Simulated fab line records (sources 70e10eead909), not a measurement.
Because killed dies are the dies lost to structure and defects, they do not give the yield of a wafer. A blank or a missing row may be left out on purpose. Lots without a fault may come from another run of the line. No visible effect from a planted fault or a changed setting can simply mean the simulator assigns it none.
Which tool was responsible? || flow nandHarc || 6 lots, 18 wafers sampled, at 5 steps of a route of 1159

== WHAT THE GAUGES READ, wafer by wafer ==
NHARC_END_SORT_01.
{"lot": "L262", "measured": "day 22 11:56", "on": "prober-01", "defectLimitedYield (%)": "95.0 93.2 93.2"}
{"lot": "L264", "measured": "day 23 10:21", "on": "prober-01", "defectLimitedYield (%)": "97.8 97.8 96.0"}

== TOOL THAT RAN EACH LOT (tool first, then ch and the chambers of the sampled wafers, then the start) ==
{"lot": "L255", "NHARC_P_M0_DESCUM_14": "rieDiel-09 ch 0,1, day 7 15:44", "NHARC_P_M0_DEP_32": "pecvd-03 ch 0,2, day 7 18:25", "NHARC_P_M1_SOFTBAKE_04": "lithoTrack-06 ch 0, day 7 19:00", "NHARC_P_M1_ETCH_15": "rieDiel-10 ch 1,2,3, no start"}
{"lot": "L256", "NHARC_P_M0_DESCUM_14": "rieDiel-01 ch 0,2, day 8 07:17", "NHARC_P_M0_DEP_32": "pecvd-03 ch 1,2, day 8 09:53", "NHARC_P_M1_SOFTBAKE_04": "lithoTrack-04 ch 0, day 8 10:00", "NHARC_P_M1_ETCH_15": "rieDiel-05 ch 0,1, no start"}
{"lot": "L262", "NHARC_P_M0_DESCUM_14": "rieDiel-01 ch 1,2, day 9 13:20", "NHARC_P_M0_DEP_32": "pecvd-02 ch 1,2, day 9 16:01", "NHARC_P_M1_SOFTBAKE_04": "lithoTrack-06 ch 0, day 9 16:00", "NHARC_P_M1_ETCH_15": "rieDiel-02 ch 1,2, day 22 11:56 or earlier"}
{"lot": "L264", "NHARC_P_M0_DESCUM_14": "rieDiel-09 ch 0,1,2, day 10 02:22", "NHARC_P_M0_DEP_32": "pecvd-03 ch 0,2, day 10 05:55", "NHARC_P_M1_SOFTBAKE_04": "lithoTrack-01 ch 0, day 10 06:00", "NHARC_P_M1_ETCH_15": "rieDiel-05 ch 1,2,3, day 23 10:21 or earlier"}
{"lot": "L265", "NHARC_P_M0_DESCUM_14": "rieDiel-13 ch 0,1,3, day 10 11:56", "NHARC_P_M0_DEP_32": "pecvd-04 ch 0,1, day 10 14:33", "NHARC_P_M1_SOFTBAKE_04": "lithoTrack-01 ch 0, day 10 15:00", "NHARC_P_M1_ETCH_15": "rieDiel-10 ch 0,1,3, no start"}
{"lot": "L270", "NHARC_P_M0_DESCUM_14": "rieDiel-01 ch 1,2,3, day 11 03:08", "NHARC_P_M0_DEP_32": "pecvd-04 ch 1,2, day 11 07:46", "NHARC_P_M1_SOFTBAKE_04": "lithoTrack-04 ch 0, day 11 08:00", "NHARC_P_M1_ETCH_15": "rieDiel-05 ch 0,1, no start"}
- NHARC_P_M0_DESCUM_14: chemistry O2, time 3 s.
- NHARC_P_M0_DEP_32: deposits SiCN, target thk 30 nm.
- NHARC_P_M1_SOFTBAKE_04: time 55 s.
- NHARC_P_M1_ETCH_15: etches the open film in C4F8/Ar, target depth 182.5 nm, time 91.2 s.

== THE ANSWER, worked out from the rows above alone ==
Rule: the lots themselves supply what counts as usual. The widest of any qualifying gaps counts: lots, ordered by their means at a reading, are off when they make up no more than a third of the lots, leave a main group of 4 or more, and stand apart from it by 3 or more times the standard deviation of that group's means. If all means in a main group match to the digits the tables above print for the reading, that group is not used. Also off: a lot with no number at a reading for which 4 or more lots have one. Where the step has rows for the other lots, those lots are counted as sound.
Nothing can be told from this: no lot is off at any reading shown.

== WHAT THE SIMULATOR PUT IN ==
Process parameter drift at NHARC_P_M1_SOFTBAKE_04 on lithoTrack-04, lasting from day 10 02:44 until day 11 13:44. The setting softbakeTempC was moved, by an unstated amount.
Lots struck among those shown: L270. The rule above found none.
